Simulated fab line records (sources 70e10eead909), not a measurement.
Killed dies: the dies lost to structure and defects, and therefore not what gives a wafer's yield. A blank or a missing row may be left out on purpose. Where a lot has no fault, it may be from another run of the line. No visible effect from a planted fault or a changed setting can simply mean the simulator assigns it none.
The tool behind it: which one?	flow nandHarc	36 wafers from 12 lots sampled at 5 of the route's 1302 steps

## WHAT EACH GAUGE READ, for each wafer
NHARC_A_BONDPAD_CD_MEAS_09: target cd 500 nm. Usual: cdNm reads 500.3 nm (standard deviation 1.6).
lot	measured	on	cdNm (nm)	flag
L102	day 23 16:52	cdSem-03	500.5 501.1 500.9	
L104	day 23 23:34	cdSem-02	498.6 498.1 497.9	
L105	day 24 01:26	cdSem-02	499.8 500.2 502.3	
L107	day 24 14:46	cdSem-03	502.7 503.1 503.7	
L106	day 24 21:40	cdSem-01	502.0 501.0 501.2	
L115	day 28 13:26	cdSem-03	502.2 501.0 503.6	
L118	day 29 12:50	cdSem-01	497.8 498.3 499.3	
L119	day 30 01:02	cdSem-02	498.4 499.9 501.0	
L120	day 30 15:20	cdSem-01	496.5 499.4 497.6	
L124	day 32 05:39	cdSem-01	499.9 501.9 502.9	
L123	day 33 02:37	cdSem-01	501.0 501.8 500.5	
L122	day 33 06:51	cdSem-01	500.0 500.7 499.9	

NHARC_A_BONDPAD_CD_MEAS_13. Usual: cdNm reads 499.6 nm (standard deviation 1.9).
lot	measured	on	cdNm (nm)	flag
L102	day 23 17:24	cdSem-02	500.0 501.1 500.0	
L104	day 24 00:05	cdSem-01	497.1 497.5 497.4	
L105	day 24 01:58	cdSem-02	499.4 500.9 501.8	
L107	day 24 15:18	cdSem-03	501.3 503.4 504.6	
L106	day 24 22:15	cdSem-02	500.9 500.1 499.7	
L115	day 28 13:58	cdSem-03	502.3 501.2 502.5	
L118	day 29 13:21	cdSem-03	497.8 497.9 500.2	
L119	day 30 01:34	cdSem-03	497.2 499.4 500.9	
L120	day 30 15:53	cdSem-03	495.3 498.8 497.3	
L124	day 32 18:26	cdSem-02	498.9 501.4 502.6	
L123	day 33 03:08	cdSem-02	498.2 500.2 496.5	
L122	day 33 07:23	cdSem-02	499.8 500.7 499.2	

NHARC_END_WLT_00. Usual: VT_DECK1_BOTTOM 0.872, standard deviation 0.0084; VT_DECK1_BOTTOM_INNER 0.872, standard deviation 0.0079; VT_DECK1_MEDIAN_NEAR_BOTTOM 0.874, standard deviation 0.0081; VT_DECK1_MEDIAN_NEAR_BOTTOM_INNER 0.874, standard deviation 0.0085; VT_DECK1_MIDDLE 0.885, standard deviation 0.0074; VT_DECK1_MIDDLE_INNER 0.885, standard deviation 0.0081; VT_DECK1_TOP 0.897, standard deviation 0.0081; VT_DECK1_TOP_INNER 0.897, standard deviation 0.0082; VT_DECK2_BOTTOM 0.871, standard deviation 0.0084; VT_DECK2_BOTTOM_INNER 0.870, standard deviation 0.0074; VT_DECK2_MEDIAN_NEAR_BOTTOM 0.871, standard deviation 0.0077; VT_DECK2_MEDIAN_NEAR_BOTTOM_INNER 0.871, standard deviation 0.0072; VT_DECK2_MIDDLE 0.883, standard deviation 0.0071; VT_DECK2_MIDDLE_INNER 0.883, standard deviation 0.0069; VT_DECK2_TOP 0.895, standard deviation 0.007; VT_DECK2_TOP_INNER 0.895, standard deviation 0.0079.
lot	measured	on	VT_DECK1_BOTTOM	VT_DECK1_BOTTOM_INNER	VT_DECK1_MEDIAN_NEAR_BOTTOM	VT_DECK1_MEDIAN_NEAR_BOTTOM_INNER	VT_DECK1_MIDDLE	VT_DECK1_MIDDLE_INNER	VT_DECK1_TOP	VT_DECK1_TOP_INNER	VT_DECK2_BOTTOM	VT_DECK2_BOTTOM_INNER	VT_DECK2_MEDIAN_NEAR_BOTTOM	VT_DECK2_MEDIAN_NEAR_BOTTOM_INNER	VT_DECK2_MIDDLE	VT_DECK2_MIDDLE_INNER	VT_DECK2_TOP	VT_DECK2_TOP_INNER	flag
L102	day 24 23:23	prober-01	0.882 0.873 0.870	0.877 0.875 0.870	0.882 0.878 0.867	0.886 0.870 0.878	0.899 0.882 0.886	0.887 0.881 0.881	0.901 0.908 0.899	0.903 0.908 0.905	0.882 0.880 0.880	0.879 0.874 0.873	0.883 0.873 0.882	0.873 0.877 0.872	0.885 0.899 0.891	0.884 0.893 0.889	0.908 0.910 0.905	0.909 0.901 0.904	
L104	day 24 23:24	prober-02	0.877 0.878 0.873	0.869 0.867 0.869	0.880 0.875 0.863	0.871 0.875 0.880	0.883 0.883 0.884	0.882 0.885 0.882	0.897 0.893 0.895	0.901 0.894 0.894	0.883 0.871 0.868	0.873 0.877 0.858	0.890 0.884 0.874	0.873 0.883 0.869	0.882 0.887 0.884	0.881 0.886 0.883	0.899 0.907 0.897	0.906 0.894 0.911	
L105	day 25 14:52	prober-02	0.871	0.873	0.875	0.870	0.891	0.895	0.896	0.896	0.872	0.872	0.870	0.874	0.888	0.882	0.888	0.892	
L107	day 25 22:01	prober-01	0.883	0.881	0.889	0.888	0.897	0.897	0.917	0.906	0.863	0.865	0.873	0.868	0.885	0.882	0.897	0.889	
L106	day 26 01:13	prober-02	0.873 0.870	0.869 0.874	0.867 0.879	0.874 0.888	0.886 0.891	0.879 0.895	0.897 0.914	0.904 0.902	0.868 0.861	0.866 0.861	0.869 0.861	0.866 0.864	0.878 0.875	0.875 0.887	0.894 0.884	0.886 0.890	
L115	day 29 17:43	prober-01	0.866 0.869 0.860	0.863 0.857 0.873	0.865 0.870 0.869	0.860 0.856 0.871	0.870 0.886 0.875	0.875 0.874 0.869	0.891 0.889 0.896	0.886 0.882 0.893	0.874 0.871 0.870	0.870 0.885 0.870	0.868 0.873 0.875	0.868 0.875 0.879	0.885 0.883 0.892	0.882 0.886 0.882	0.893 0.899 0.906	0.905 0.902 0.894	
L118	day 30 21:27	prober-01	0.869 0.870 0.865	0.863 0.867 0.865	0.867 0.864 0.884	0.864 0.875 0.865	0.882 0.884 0.882	0.882 0.882 0.879	0.893 0.902 0.894	0.896 0.892 0.894	0.872 0.865 0.859	0.871 0.864 0.866	0.865 0.875 0.866	0.869 0.868 0.858	0.870 0.881 0.884	0.882 0.888 0.885	0.892 0.893 0.892	0.889 0.885 0.889	
L119	day 31 06:22	prober-01	0.870 0.864 0.867	0.874 0.862 0.876	0.871 0.873 0.877	0.877 0.874 0.873	0.890 0.876 0.888	0.883 0.881 0.882	0.904 0.892 0.891	0.893 0.897 0.892	0.863 0.873 0.881	0.869 0.868 0.875	0.866 0.878 0.878	0.871 0.871 0.876	0.882 0.880 0.887	0.894 0.881 0.888	0.887 0.901 0.902	0.893 0.894 0.903	
L120	day 31 17:02	prober-01	0.880 0.877 0.867	0.870 0.869 0.878	0.882 0.872 0.876	0.882 0.871 0.877	0.882 0.885 0.888	0.883 0.889 0.887	0.893 0.892 0.899	0.897 0.888 0.890	0.877 0.878 0.872	0.876 0.865 0.858	0.875 0.868 0.870	0.876 0.878 0.858	0.878 0.887 0.875	0.886 0.884 0.891	0.897 0.895 0.891	0.892 0.903 0.898	
L124	day 33 21:19	prober-02	0.875 0.878 0.874	0.881 0.873 0.882	0.879 0.875 0.873	0.881 0.875 0.885	0.890 0.895 0.894	0.889 0.889 0.891	0.903 0.902 0.902	0.902 0.898 0.909	0.857 0.858 0.859	0.855 0.853 0.862	0.853 0.857 0.861	0.862 0.860 0.860	0.872 0.878 0.868	0.873 0.880 0.870	0.879 0.888 0.881	0.879 0.875 0.885	
L123	day 34 08:05	prober-02	0.872 0.863 0.867	0.876 0.867 0.871	0.874 0.874 0.873	0.868 0.864 0.870	0.880 0.880 0.881	0.882 0.884 0.881	0.898 0.895 0.900	0.895 0.899 0.890	0.877 0.863 0.873	0.870 0.865 0.875	0.875 0.865 0.872	0.865 0.866 0.872	0.885 0.872 0.889	0.878 0.876 0.888	0.891 0.901 0.895	0.897 0.895 0.892	
L122	day 34 09:05	prober-01	0.851 0.852 0.863	0.860 0.855 0.863	0.862 0.851 0.863	0.862 0.846 0.863	0.870 0.870 0.873	0.869 0.871 0.878	0.876 0.876 0.882	0.873 0.887 0.879	0.874 0.884 0.867	0.874 0.878 0.879	0.874 0.878 0.875	0.879 0.877 0.870	0.883 0.889 0.889	0.874 0.888 0.886	0.893 0.897 0.895	0.894 0.889 0.897	

NHARC_END_SORT_01. Usual: defectLimitedYield 93.3 %, standard deviation 1.5; killedAtArray 41, standard deviation 10; killedAtOther 0.8, standard deviation 0.91; killedAtPeriphery 4.2, standard deviation 2.9; killedDies 46, standard deviation 10; killedOpen 3.5, standard deviation 2.1; killedShort 2.5, standard deviation 1.6; sort_bin_2_pct 2.4 %, standard deviation 0.71; sort_bin_3_pct 0.6 %, standard deviation 0.33; sort_bin_4_pct 3.8 %, standard deviation 0.93; sortNPass 631, standard deviation 10; sortRimYieldPct 86 %, standard deviation 4.5; sortYieldPct 93.3 %, standard deviation 1.5.
lot	measured	on	defectLimitedYield (%)	killedAtArray	killedAtOther	killedAtPeriphery	killedDies	killedOpen	killedShort	sort_bin_2_pct (%)	sort_bin_3_pct (%)	sort_bin_4_pct (%)	sortNPass	sortRimYieldPct (%)	sortYieldPct (%)	flag
L105	day 25 17:22	prober-02	0.1 93.5 0	32 34 34	635 1 635	9 9 8	676 44 677	4 3 2	2 1 4	96.0 2.4 95.7	0.1 0.1 0.1	3.7 4.0 4.1	1 633 0	1 87 0	0.1 93.5 0	OFF
L107	day 26 00:31	prober-01	0 95.6 0	28 26 32	648 0 643	1 4 2	677 30 677	3 7 3	1 0 4	96.9 1.5 96.3	0.1 0.1 0.1	3.0 2.8 3.5	0 647 0	0 92 0	0 95.6 0	OFF
L106	day 26 04:28	prober-02	93.5 0 91.3	44 40 53	0 632 4	0 5 2	44 677 59	0 6 3	1 3 5	3.0 96.0 2.8	0.1 0.3 1.6	3.4 3.7 4.3	633 0 618	82 0 85	93.5 0 91.3	OFF

## TOOL THAT RAN EACH LOT (tool first, then ch and the chambers of the sampled wafers, then the start)
lot	NHARC_THIN_TSV_ECD_20
L102	ecdCu-01 ch 1, day 24 12:37
L104	ecdCu-01 ch 0,1, day 24 16:59
L105	ecdCu-01 ch 0,1, day 24 20:08
L107	ecdCu-01 ch 0,1, day 25 11:24
L106	ecdCu-01 ch 0,1, day 25 15:58
L115	ecdCu-01 ch 0,1, day 29 09:05
L118	ecdCu-02 ch 0,1, day 30 12:44
L119	ecdCu-02 ch 0,1, day 30 22:14
L120	ecdCu-01 ch 0, day 31 09:00
L124	ecdCu-01 ch 0,1, day 33 12:10
L123	ecdCu-01 ch 0,1, day 34 01:45
L122	ecdCu-01 ch 0,1, day 33 23:26
- NHARC_THIN_TSV_ECD_20: material Cu, target thk 2000 nm.

## AS READ BY THE TOOLS THEMSELVES (means over the sampled wafers that have a number; for cases with no such wafer, the mark the record gives instead)
The record holds no such reading with a usual standard deviation.

## THE ANSWER, worked out from the rows above alone
Rule: a lot is off if the mean of its wafers that have a number lies more than 3 standard deviations from the usual mean. Also off: a lot with no number at a reading for which 4 or more lots have one. All remaining lots with rows at the step are treated as sound. The gauges are gone through in route order, then the tools' own readings, and for those a lot's mean is taken as printed above. The first step at which some lot is off is used, and at that step the reading that is off furthest; a lot without a number counts as furthest.
Off: L105, L107, L106, at NHARC_END_SORT_01 (killedAtOther). Neither off nor sound, because the step has no rows for them: L102, L104, L115, L118, L119, L120, L124, L123, L122.
If a tool, at a process step before that reading, ran all the lots that are off and no sound lot after the first of them, it fits. Gauges at NHARC_END_SORT_01: tried the same way as those tools. One candidate fits, namely ecdCu-01 at NHARC_THIN_TSV_ECD_20. It ran no sound lot before its first lot that is off in this sample, so the start can't be narrowed down.

## WHAT THE SIMULATOR HAD PUT IN
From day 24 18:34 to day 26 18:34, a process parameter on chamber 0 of ecdCu-01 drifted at NHARC_THIN_TSV_ECD_20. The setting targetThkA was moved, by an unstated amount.
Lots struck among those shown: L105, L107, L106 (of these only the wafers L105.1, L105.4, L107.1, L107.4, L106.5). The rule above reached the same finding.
